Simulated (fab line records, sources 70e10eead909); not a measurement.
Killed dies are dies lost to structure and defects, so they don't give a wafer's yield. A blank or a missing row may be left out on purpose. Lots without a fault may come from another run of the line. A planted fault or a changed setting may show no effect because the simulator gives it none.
Which tool did it? | flow nand_harc | 6 lots, 18 wafers sampled, at 4 steps of a route of 1159

WHAT THE GAUGES READ, wafer by wafer
NHARC_A_BLC_CD_MEAS_10: target cd 100 nm.
lot  | measured     | on        | cd_nm (nm)
L626 | day 17 16:00 | cd_sem-01 | 100.3 99.0 99.2
L627 | day 18 14:05 | cd_sem-01 | 99.4 100.9 100.0
L631 | day 19 22:28 | cd_sem-01 | 99.6 98.6 98.8
L637 | day 21 14:31 | cd_sem-02 | 100.2 98.9 99.3
L641 | day 22 12:14 | cd_sem-02 | 100.4 99.9 101.1
L645 | day 23 01:36 | cd_sem-01 | 98.6 98.1 99.0

WHICH TOOL RAN EACH LOT (tool, then ch and the chambers of the sampled wafers, then the start)
lot  | NHARC_A_CONTACT_ETCH_137             | NHARC_A_CONTACT_ALD_18              | NHARC_A_BLC_EXPOSE_07
L626 | har_cap_etch-03 ch 0,1, day 17 09:22 | ald_metal-03 ch 0,1,2, day 17 11:30 | arfi_scanner-02 ch 0, day 17 15:52
L627 | har_cap_etch-03 ch 0,1, day 18 10:19 | ald_metal-04 ch 2,3, day 18 12:06   | arfi_scanner-02 ch 0, day 18 13:57
L631 | har_cap_etch-02 ch 0,1, day 19 11:08 | ald_metal-04 ch 0,1,2, day 19 13:25 | arfi_scanner-01 ch 0, day 19 22:20
L637 | har_cap_etch-03 ch 0,1, day 20 22:11 | ald_metal-04 ch 1,2,3, day 20 23:59 | arfi_scanner-03 ch 0, day 21 14:23
L641 | har_cap_etch-01 ch 0,1, day 21 21:56 | ald_metal-02 ch 1,2,3, day 21 23:46 | arfi_scanner-03 ch 0, day 22 12:05
L645 | har_cap_etch-02 ch 0,1, day 22 19:47 | ald_metal-03 ch 0,1,3, day 22 22:11 | arfi_scanner-02 ch 0, day 23 01:28
- NHARC_A_CONTACT_ETCH_137: etches the open film in C4F8/O2/Ar, time 132 s, target depth 1287 nm.
- NHARC_A_CONTACT_ALD_18: deposits TiN, target thk 3 nm, pulse time 1 s, ald cycles 150.
- NHARC_A_BLC_EXPOSE_07: exposes mask A BLC, target cd 100 nm.

THE ANSWER, worked out from the rows above alone
Rule: what is usual is taken from the lots themselves. Put in order of their means at a reading, lots are off if they are a third of the lots or fewer, leave a main group of 4 or more, and stand apart from it by a gap of 3 or more times the standard deviation of the main group's means; of several such gaps the widest counts. A main group whose means are all the same, to the digits that the tables above print for the reading, isn't used. A lot without any number at a reading at which 4 lots or more have one is off too. The other lots that the step has rows for count as sound.
No lot is off at any reading shown: from this, nothing can be told.

WHAT THE SIMULATOR HAD PUT IN
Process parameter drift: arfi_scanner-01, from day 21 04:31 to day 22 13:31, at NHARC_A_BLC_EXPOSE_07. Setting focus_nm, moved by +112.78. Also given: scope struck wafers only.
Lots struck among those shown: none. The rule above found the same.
